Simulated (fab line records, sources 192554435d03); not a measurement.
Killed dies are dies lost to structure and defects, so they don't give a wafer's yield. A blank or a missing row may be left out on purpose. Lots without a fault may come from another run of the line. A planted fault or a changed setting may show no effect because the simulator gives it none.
A struck lot beside a sound one | flow n5_finfet | 15 steps out of a route of 1938
Sound: wafers L827.1, L827.3, L827.4. Struck: wafer L837.6. (L837.2, L837.4 of the same lot were not struck and are left out.) The cause comes at the end.
At each step with rows: each side's tool, then ch and its chambers, then its first start. Under that, the readings that differ: sound wafers | struck wafers | difference of the means | sigmas: that difference in standard deviations of wafers without a fault.
alike: readings whose means differ by less than 2 such deviations, and words and numbers that are the same on both sides. not compared: withheld readings, readings that some wafer has no value for, bounds like >300 that may hide the same value, and numbers for which the record gives no deviation and whose values overlap.
The two part at a step that has a row with sigmas, a row that says differs or no value, or rows on one side only. Numbers that don't overlap but have no deviation are shown without sigmas and don't part them. A reading that every wafer of one side lacks parts them only if that side has two wafers or more.

N5_BEOL_M0_ANNEAL_135: time 60 s.
  sound on pvd_sputter-02, day 6 01:32; struck on pvd_sputter-03, day 8 15:32
  alike: heater_power_w, susceptor_temp_C_max
N5_BEOL_M0_SPUTTER_141: material Cu, target thk 4 nm, time 7.37 s.
  sound on pvd_sputter-02, day 6 01:35; struck on pvd_sputter-03, day 8 15:35
  alike: substrate_temp_c, throttle_valve_pct
then, 1 step without rows for these wafers: N5_BEOL_M0_ECD_118 (material Cu, target thk 300 nm).
N5_BEOL_M0_ANNEAL_119: time 90 s.
  sound on rtp_anneal-01 ch 0, day 6 01:46; struck on rtp_anneal-02 ch 0, day 8 15:49
  alike: wafer_temp_C_max
then, 1 step without rows for these wafers: N5_BEOL_M0_CMP_120 (polishes, stops on SiOC, t overpolish 6.9 s).
N5_BEOL_M0_PRE_CLEAN_131: time 15 s.
  sound on cvd_co-02 ch 0,1, day 6 02:24; struck on cvd_co-02 ch 2, day 8 16:25
  reading            | sound    | struck | difference | sigmas
  heater_power_w (W) | 86 99 97 | 67     | -27        | -2
  not compared: since_wet_clean_h
N5_BEOL_M0_CO_CAP_123: material Co, precursor CCTBA/H2, target thk 2 nm, time 102.1 s.
  sound on cvd_co-02 ch 0,1, day 6 02:26; struck on cvd_co-02 ch 2, day 8 16:28
  reading            | sound       | struck | difference | sigmas
  heater_power_w (W) | 236 254 249 | 209    | -37        | -2
  not compared: since_wet_clean_h
then, 2 steps without rows for these wafers: N5_BEOL_M0_PRE_CLEAN_124 (time 15 s); N5_BEOL_M0_DEP_125 (deposits SiCN from 3MS/NH3, target thk 8 nm, time 14 s).
N5_BEOL_M0_RS_MEAS_126: measures by four-point-probe.
  sound on film_metro-02, day 6 02:38; struck on film_metro-01, day 8 16:39
  alike: M0_RS
N5_BEOL_M0_INSPECT_127: inspects for defects (darkfield).
  sound on defect_inspect-01, day 6 02:39; struck on defect_inspect-01, day 8 16:40
  alike: raw_defect_count
N5_BEOL_M1_ILD_DEP_00: deposits SiOC from DEMS/O2, target thk 79 nm, time 15.3 s.
  sound on pecvd-03 ch 1,2, day 6 02:41; struck on pecvd-03 ch 0, day 8 16:43
  reading              | sound                | struck | difference | sigmas
  heater_power_w (W)   | 511 472 474          | 391    | -95        | -3
  susceptor_temp_C (C) | 349.90 350.00 350.10 | 347.95 | -2.05      | -11
  alike: showerhead_plenum_p_Torr, throttle_valve_pct
  not compared: since_wet_clean_h
N5_BEOL_M1_THK_MEAS_01:
  sound on film_metro-01, day 6 02:46; struck on film_metro-01, day 8 16:47
  reading         | sound          | struck | difference | sigmas
  M1_ILD_THK (nm) | 78.4 78.9 79.8 | 82.0   | +3.0       | +2
N5_BEOL_M4_RC_MEAS_101:
  sound on prober-01 ch 0, day 8 10:00; struck on prober-02 ch 0, day 10 10:25
  reading       | sound          | struck | difference | sigmas
  DIBL_P (mV/V) | 33.8 33.6 33.8 | 38.3   | +4.6       | +2
  SS_N (mV/dec) | 71.0 70.3 70.6 | 72.5   | +1.9       | +3
  alike: DIBL_N, IOFF_N, IOFF_P, ION_N, ION_P, SS_P, VT_N, VT_P
-- the record jumps here: 4 days lie between the struck wafers' starts before and after (it left off in module BEOL_M4 and takes up again in module PASSIVATION, whose first step shown is number 1936 of the route) --
N5_PASSIVATION_PROBE_49:
  sound on prober-02, day 12 09:47; struck on prober-01, day 14 14:31
  alike: defect_limited_yield, killed_at_M0_to_M3, killed_at_M4_up, killed_at_contacts, killed_at_front_end, killed_at_other, killed_dies, killed_open, killed_short, sort_bin_4_leakage, sort_bin_5_function, sort_bin_6_memory, sort_bin_8_speed, sort_n_pass, sort_yield_pct

WHERE THEY PART
First at N5_BEOL_M0_PRE_CLEAN_131; last, within this record, at N5_BEOL_M4_RC_MEAS_101. Later steps at which nothing parts them and some readings are alike: N5_PASSIVATION_PROBE_49.

WHY: what the simulator had put in
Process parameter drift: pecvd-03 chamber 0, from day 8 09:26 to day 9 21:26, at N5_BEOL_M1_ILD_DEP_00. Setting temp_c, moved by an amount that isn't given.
